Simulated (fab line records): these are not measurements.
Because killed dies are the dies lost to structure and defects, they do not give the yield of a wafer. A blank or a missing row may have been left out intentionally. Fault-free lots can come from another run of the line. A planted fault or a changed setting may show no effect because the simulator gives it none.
Matching of chambers ; flow n5_finfet ; N5_MOL_CONTACT_COAG_ETCH_89 on rie_diel-04: 4 sister chambers
The step etches underlayer in N2/H2, target depth 13 nm, time 10.4 s. 8 wafers are shown with their chamber, then 9 later ones without.

== WAFERS WITH THEIR CHAMBER ==
wafer;chamber;drypump_motor_current_A (A);oes_product_au (a.u.)
L078.5;1;5.4;0.81
L078.6;0;6.1;0.62
L080.2;1;5.4;0.81
L080.4;2;5.5;0.72
L080.5;0;6.0;0.63
L082.1;2;5.5;0.72
L082.4;3;4.9;0.65
L082.5;3;5.0;0.65

== WAFERS WITH NO CHAMBER GIVEN ==
wafer;drypump_motor_current_A (A);oes_product_au (a.u.)
L094.1;6.1;0.60
L094.4;6.1;0.60
L094.5;5.5;0.70
L095.1;6.1;0.60
L095.3;5.5;0.68
L095.6;5.4;0.74
L096.2;6.1;0.61
L096.3;5.4;0.74
L096.5;6.1;0.60

== WHICH CHAMBER EACH ONE RAN IN ==
wafer;from the rows above;in truth
L094.1;0;0
L094.4;0;0
L094.5;2;2
L095.1;0;0
L095.3;2;2
L095.6;2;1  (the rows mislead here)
L096.2;0;0
L096.3;2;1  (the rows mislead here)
L096.5;0;0
Correctly placed: 7 of 9. Not placeable from these rows: 0. 2 placed wrongly.
How it was worked out, from the rows above alone: a wafer's distance from a chamber is the root of the sum, over the readings, of the square of ((its reading less the chamber's mean) divided by the reading's scatter). The wafer belongs to the nearest chamber; if the next one is less than 2 further off, it can't be placed. The mean given for a chamber averages the wafers shown for that chamber. The scatter is the square root of a quotient: the sum, over the shown wafers, of each reading's squared deviation from its chamber's mean, divided by wafers minus chambers.
